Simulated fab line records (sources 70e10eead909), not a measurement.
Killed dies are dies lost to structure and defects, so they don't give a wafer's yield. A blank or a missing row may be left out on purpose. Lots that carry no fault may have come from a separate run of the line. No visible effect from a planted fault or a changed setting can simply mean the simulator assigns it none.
Which tool is to blame?    flow nand harc    Sampling: 12 lots, 36 wafers, 4 of 1302 route steps

WHAT THE GAUGES SHOWED, per wafer
NHARC_P_GATE_CD_MEAS_46 targets a cd of 720 nm. Usual: cd nm at 721.1 nm, with a standard deviation of 1.6.
lot   measured      on         cd nm (nm)         flag
L135  day 6 05:00   cd sem-01  721.5 720.5 721.5  
L136  day 6 04:50   cd sem-03  721.3 723.1 720.6  
L137  day 7 07:43   cd sem-03  720.4 718.9 721.5  
L138  day 7 05:28   cd sem-03  721.5 720.0 718.1  
L139  day 7 23:19   cd sem-01  723.5 717.2 722.2  
L141  day 8 12:28   cd sem-01  722.6 721.3 722.7  
L143  day 9 02:34   cd sem-01  721.1 721.7 720.1  
L145  day 10 03:03  cd sem-02  718.3 719.0 720.3  
L147  day 11 03:28  cd sem-01  719.0 719.2 722.4  
L152  day 12 22:29  cd sem-02  721.7 722.5 720.5  
L156  day 14 14:39  cd sem-02  732.3 729.4 733.7  OFF
L157  day 15 06:17  cd sem-01  731.5 729.9 728.3  OFF

TOOL THAT RAN EACH LOT (tool first, then ch and the chambers of the sampled wafers, then the start)
lot   NHARC_P_STI_CMP_21             NHARC_P_GATE_HM_DEP_102        NHARC_P_GATE_PEB_44
L135  cmp-02 ch 1,2,3, day 4 08:06   acl dep-02 ch 0, day 5 15:35   litho track-02 ch 0, day 6 04:55
L136  cmp-01 ch 0,1,3, day 4 08:06   acl dep-01 ch 0, day 5 15:07   litho track-02 ch 0, day 6 04:45
L137  cmp-04 ch 0,1,2, day 4 21:41   acl dep-03 ch 0, day 6 16:17   litho track-02 ch 0, day 7 07:38
L138  cmp-02 ch 0,1,3, day 5 06:27   acl dep-02 ch 0, day 6 16:11   litho track-07 ch 0, day 7 05:22
L139  cmp-02 ch 0,1,2, day 5 17:53   acl dep-02 ch 0, day 7 10:03   litho track-07 ch 0, day 7 23:13
L141  cmp-01 ch 0,1,3, day 6 16:23   acl dep-03 ch 0, day 7 23:23   litho track-07 ch 0, day 8 12:22
L143  cmp-04 ch 0,1, day 7 07:29     acl dep-03 ch 0, day 8 13:08   litho track-02 ch 0, day 9 02:28
L145  cmp-01 ch 0,2, day 8 04:28     acl dep-03 ch 0, day 9 13:44   litho track-03 ch 0, day 10 02:58
L147  cmp-04 ch 0,1,3, day 9 02:43   acl dep-02 ch 0, day 10 14:10  litho track-07 ch 0, day 11 03:22
L152  cmp-04 ch 0,1,3, day 11 01:49  acl dep-01 ch 0, day 12 09:05  litho track-02 ch 0, day 12 22:23
L156  cmp-01 ch 0,1,2, day 12 19:17  acl dep-02 ch 0, day 14 01:22  litho track-07 ch 0, day 14 14:34
L157  cmp-02 ch 1,2, day 13 08:17    acl dep-03 ch 0, day 14 17:09  litho track-07 ch 0, day 15 06:11
- NHARC_P_STI_CMP_21: polishes, t overpolish 20 s, target thk 380.67 nm.
- NHARC_P_GATE_HM_DEP_102: deposits aC, target thk 120 nm.
- NHARC_P_GATE_PEB_44: peb time 85 s.

WHAT THE TOOLS THEMSELVES READ (means of the sampled wafers that have a number; where no wafer has one, the mark that the record gives instead)
NHARC_P_STI_CMP_21. Usual: edge zone pressure frac 1.000, standard deviation 0.0049; motor current A 12.1 A, standard deviation 1.5; overpolish run s 20.001 s, standard deviation 0.0085.
lot   tool    edge zone pressure frac  motor current A (A)  overpolish run s (s)  flag
L135  cmp-02  0.999                    11.4                 20.002                
L136  cmp-01  0.997                    12.5                 19.994                
L137  cmp-04  1.004                    11.2                 19.999                
L138  cmp-02  1.000                    13.0                 19.999                
L139  cmp-02  0.996                    12.7                 20.009                
L141  cmp-01  1.000                    12.2                 20.000                
L143  cmp-04  0.999                    11.4                 19.997                
L145  cmp-01  0.999                    12.1                 19.994                
L147  cmp-04  0.999                    11.7                 19.988                
L152  cmp-04  1.000                    12.1                 19.993                
L156  cmp-01  0.997                    12.8                 20.003                
L157  cmp-02  1.002                    10.7                 20.000                

NHARC_P_GATE_HM_DEP_102. Usual: throttle valve pct at 35.001 %, with a standard deviation of 0.0087.
lot   tool        throttle valve pct (%)  flag
L135  acl dep-02  35.000                  
L136  acl dep-01  35.001                  
L137  acl dep-03  34.994                  
L138  acl dep-02  34.994                  
L139  acl dep-02  35.002                  
L141  acl dep-03  35.008                  
L143  acl dep-03  34.992                  
L145  acl dep-03  35.002                  
L147  acl dep-02  34.997                  
L152  acl dep-01  34.999                  
L156  acl dep-02  34.994                  
L157  acl dep-03  35.007                  

NHARC_P_GATE_PEB_44. Usual: exhaust pa 45.0 Pa, standard deviation 0.75; heater power total W 163.97 W, standard deviation 0.26; plate temp C 118.03 C, standard deviation 0.13.
lot   tool            exhaust pa (Pa)  heater power total W (W)  plate temp C (C)  flag
L135  litho track-02  45.4             163.75                    118.15            
L136  litho track-02  44.9             163.96                    118.10            
L137  litho track-02  44.7             163.89                    117.99            
L138  litho track-07  44.6             163.85                    118.01            
L139  litho track-07  44.2             164.21                    117.98            
L141  litho track-07  44.3             164.02                    117.97            
L143  litho track-02  45.2             164.00                    118.12            
L145  litho track-03  44.5             164.13                    117.91            
L147  litho track-07  45.2             164.07                    117.98            
L152  litho track-02  44.8             163.81                    117.99            
L156  litho track-07  45.7             182.55                    128.35            OFF
L157  litho track-07  44.9             182.69                    128.21            OFF

THE ANSWER, worked out from the rows above alone
Rule: lot off if the mean of its wafers having a number is beyond 3 standard deviations from the usual mean. A lot without any number at a reading at which 4 lots or more have one is off too. Any other lot the step has rows for is counted as sound. First the gauges in route order, then the tools' own readings, where a lot's mean is used as printed above. At the first step where some lot is off, the reading lying furthest off is the one used; lots without a number count as furthest.
Off at NHARC_P_GATE_CD_MEAS_46 (cd nm): L156, L157.
If a tool, at a process step before that reading, ran all the lots that are off and no sound lot after the first of them, it fits. The gauges at NHARC_P_GATE_CD_MEAS_46 aren't tried: what is off there is off at NHARC_P_GATE_PEB_44 too, on other tools, and a gauge's error can't cause that. One candidate fits, namely litho track-07 at NHARC_P_GATE_PEB_44. A fault onset in the window from L147 (day 11 03:22, its last sound lot) to L156 (day 14 14:34, its first lot off) fits.
The tool's own readings at NHARC_P_GATE_PEB_44 bear it out: on the lots that are off they differ by more than 5 times the standard deviation of the sound lots' means. heater power total W reads 182.62 W there against 163.97 W on the sound lots; plate temp C reads 128.28 C there against 118.02 C on the sound lots.

WHAT WAS PUT IN BY THE SIMULATOR
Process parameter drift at NHARC_P_GATE_PEB_44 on litho track-07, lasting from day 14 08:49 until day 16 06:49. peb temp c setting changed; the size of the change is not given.
Struck lots among those shown: L156, L157. The rule above found the same.
